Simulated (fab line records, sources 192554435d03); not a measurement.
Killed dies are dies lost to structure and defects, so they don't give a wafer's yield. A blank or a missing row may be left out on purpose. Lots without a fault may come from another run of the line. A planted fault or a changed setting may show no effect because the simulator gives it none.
Which tool did it? | flow n5_finfet | 12 lots, 36 wafers sampled, at 6 steps of a route of 1938

WHAT THE GAUGES READ, wafer by wafer
N5_BEOL_M0_RS_MEAS_126: measures by four-point-probe.
lot  | measured     | on            | M0_RS (ohm/sq)
L074 | day 6 05:12  | film_metro-02 | 0.564 0.534 0.541
L077 | day 6 19:38  | film_metro-01 | 0.566 0.548 0.531
L079 | day 7 00:58  | film_metro-02 | 0.544 0.504 0.502
L081 | day 7 23:04  | film_metro-01 | 0.533 0.544 0.518
L083 | day 8 07:47  | film_metro-01 | 0.527 0.522 0.503
L085 | day 8 14:36  | film_metro-01 | 0.552 0.549 0.539
L087 | day 9 10:00  | film_metro-02 | 0.507 0.509 0.504
L089 | day 9 16:33  | film_metro-01 | 0.536 0.534 0.519
L091 | day 10 02:19 | film_metro-02 | 0.488 0.493 0.488
L093 | day 10 15:17 | film_metro-02 | 0.550 0.582 0.568
L095 | day 11 05:22 | film_metro-01 | 0.507 0.528 0.511
L097 | day 11 17:26 | film_metro-02 | 0.539 0.521 0.524

WHICH TOOL RAN EACH LOT (tool, then ch and the chambers of the sampled wafers, then the start)
lot  | N5_BEOL_M0_SAQP_STRIP_108         | N5_BEOL_M0_SAQP_CUT_ETCH_46       | N5_BEOL_M0_STRIP_140               | N5_BEOL_M0_ANNEAL_133        | N5_BEOL_M0_PRE_CLEAN_131
L074 | rie_diel-01 ch 0,1,2, day 5 17:48 | rie_diel-01 ch 0,1, day 5 19:46   | rie_diel-03 ch 0,1,3, day 6 02:15  | pvd_sputter-03, day 6 03:43  | cvd_co-02 ch 0,1,2, day 6 04:58
L077 | rie_diel-04 ch 0,1,3, day 6 09:59 | rie_diel-05 ch 2,3, day 6 11:43   | rie_diel-03 ch 0,1,2, day 6 15:48  | pvd_sputter-01, day 6 18:14  | cvd_co-02 ch 0,1,2, day 6 19:25
L079 | rie_diel-04 ch 0,3, day 6 16:33   | rie_diel-04 ch 0,3, day 6 18:10   | rie_diel-02 ch 0,1,2, day 6 20:29  | pvd_sputter-01, day 6 23:45  | cvd_co-02 ch 0,2, day 7 00:44
L081 | rie_diel-05 ch 0,1,2, day 7 13:28 | rie_diel-05 ch 0,3, day 7 15:45   | rie_diel-02 ch 1,2, day 7 18:40    | pvd_sputter-03, day 7 20:53  | cvd_co-02 ch 0,1, day 7 22:50
L083 | rie_diel-05 ch 0,1,2, day 7 17:28 | rie_diel-05 ch 0,2, day 7 19:20   | rie_diel-06 ch 1,3, day 8 01:31    | pvd_sputter-02, day 8 03:38  | cvd_co-02 ch 0,1, day 8 07:34
L085 | rie_diel-05 ch 0,2,3, day 8 07:32 | rie_diel-05 ch 0,1,3, day 8 09:00 | rie_diel-03 ch 1,2,3, day 8 11:12  | pvd_sputter-03, day 8 13:14  | cvd_co-02 ch 0,1,2, day 8 14:22
L087 | rie_diel-01 ch 1,2,3, day 8 23:44 | rie_diel-05 ch 0,2, day 9 01:31   | rie_diel-06 ch 1,2,3, day 9 04:57  | pvd_sputter-02, day 9 08:44  | cvd_co-02 ch 0,1, day 9 09:46
L089 | rie_diel-05 ch 2,3, day 9 06:56   | rie_diel-01 ch 1,2,3, day 9 09:00 | rie_diel-03 ch 0,2,3, day 9 13:13  | pvd_sputter-03, day 9 14:41  | cvd_co-02 ch 0,1,2, day 9 16:19
L091 | rie_diel-05 ch 1,3, day 9 18:10   | rie_diel-01 ch 1,2, day 9 19:46   | rie_diel-03 ch 0,1,2, day 9 22:47  | pvd_sputter-02, day 10 01:02 | cvd_co-01 ch 0, day 10 02:02
L093 | rie_diel-05 ch 0,3, day 10 06:15  | rie_diel-01 ch 1,3, day 10 07:43  | rie_diel-03 ch 1,2, day 10 10:45   | pvd_sputter-01, day 10 14:02 | cvd_co-02 ch 0,2, day 10 15:04
L095 | rie_diel-04 ch 0,3, day 10 18:08  | rie_diel-01 ch 1,2, day 10 19:38  | rie_diel-03 ch 0,1, day 11 01:14   | pvd_sputter-03, day 11 03:46 | cvd_co-01 ch 0,1, day 11 05:08
L097 | rie_diel-05 ch 0,2, day 11 08:05  | rie_diel-05 ch 2,3, day 11 09:33  | rie_diel-06 ch 0,1,3, day 11 13:15 | pvd_sputter-02, day 11 15:55 | cvd_co-01 ch 1,2, day 11 17:13
- N5_BEOL_M0_SAQP_STRIP_108: strips in N2/H2.
- N5_BEOL_M0_SAQP_CUT_ETCH_46: etches SOC in N2/H2, target depth 135 nm, overetch 27 nm, time 202.5 s.
- N5_BEOL_M0_STRIP_140: strips in CF4.
- N5_BEOL_M0_ANNEAL_133: time 60 s.
- N5_BEOL_M0_PRE_CLEAN_131: time 15 s.

THE ANSWER, worked out from the rows above alone
Rule: what is usual is taken from the lots themselves. Put in order of their means at a reading, lots are off if they are a third of the lots or fewer, leave a main group of 4 or more, and stand apart from it by a gap of 3 or more times the standard deviation of the main group's means; of several such gaps the widest counts. A main group whose means are all the same, to the digits that the tables above print for the reading, isn't used. A lot without any number at a reading at which 4 lots or more have one is off too. The other lots that the step has rows for count as sound.
No lot is off at any reading shown: from this, nothing can be told.

WHAT THE SIMULATOR HAD PUT IN
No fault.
